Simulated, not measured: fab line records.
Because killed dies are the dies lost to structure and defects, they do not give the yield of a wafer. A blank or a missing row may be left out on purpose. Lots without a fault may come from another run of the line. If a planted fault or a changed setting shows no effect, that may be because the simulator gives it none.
Code-filled problem report in 8D (eight disciplines) form / flow nandHarc / the parts of the form that need people (team, actions taken, sign-off) are left out

== 1. WHAT IS WRONG ==
runLengthS at NHARC_P_CONTACT_ETCH_31 reads a mean of 62.3 s on 6 wafers of 2 lots; wafers without a fault read 107.0 s with a standard deviation of 0.51. Relative to the usual mean, that is a shift of -88 standard deviations.
The step: etches the open film in CH3F/O2, target depth 30 nm, time 85.7 s.
The first sign was on wafer L309.4 at day 8 21:35, on rieDiel-02. The record has a number at this step for 36 wafers belonging to 12 lots. Rule for "out", or "out of limits": more than 4 standard deviations from the usual mean. Any other wafer with a number is counted as sound.

== 2. WHAT THIS IS AND IS NOT ==
question=which readings at this step | is=runLengthS | is not=drypumpMotorCurrentA, oesProductAu, rfVppV, showerheadPlenumPTorr, throttleValvePct
question=which lots | is=L309, L310 | is not=L303, L316, L317, L319, L320, L321, L322, L323, L324, L325
question=which wafers of those lots | is=all that have a number | is not=-
question=read on which tools | is=rieDiel-02 | is not=rieDiel-05, rieDiel-06
question=when | is=from day 8 21:35 | is not=up to then (3 sound wafers); but 27 sound wafers of L316, L317, L319, L320, L321, L322, L323, L324, L325 came after

== 3. THE SUSPECTS, EACH WITH WHAT RULES IT OUT ==
Counting: any tool at a process step up to the reading is kept as a suspect provided that every lot that is out went through it and no sound lot did after the first of them.
- rieDiel-02 at NHARC_P_CONTACT_ETCH_31 (etches the open film in CH3F/O2, target depth 30 nm, time 85.7 s): ruled out as a lasting fault. Sound lots L319, L323, L324 ran on it after its first lot that is out, L309 (day 8 21:35).
Left after counting: nothing in the record.

== 4. THE CAUSE (what the simulator had put in) ==
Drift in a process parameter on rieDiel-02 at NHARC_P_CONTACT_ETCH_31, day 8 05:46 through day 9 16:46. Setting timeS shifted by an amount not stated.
Counting ruled it out, wrongly.

== 5. THE CHAIN OF EFFECTS, in route order ==
Rows list readings where the struck wafers' mean (over those with a number) sits beyond 3 standard deviations from the usual. Readings are gone through only where the record gives a usual standard deviation; hours: the median, over the lots, of the time from a lot's start at the first step in this table giving one to that lot's start at this step; sigmas: the change measured in usual standard deviations.
hours=0; step=NHARC_P_CONTACT_ETCH_31; reading=runLengthS; usual=107.0 s; on struck wafers=62.3; change=-44.7; sigmas=-88
Process steps it contains:
- NHARC_P_CONTACT_ETCH_31: etches the open film in CH3F/O2, target depth 30 nm, time 85.7 s.
Later measuring or inspecting steps at which every struck wafer that the step has a row for has a number for every such reading, and none has moved that far: NHARC_END_SORT_01.

== 6. WHAT WOULD HAVE CAUGHT IT SOONER ==
In this record the first reading out of limits was taken at day 8 21:35, 16 hours after the fault began at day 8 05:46.
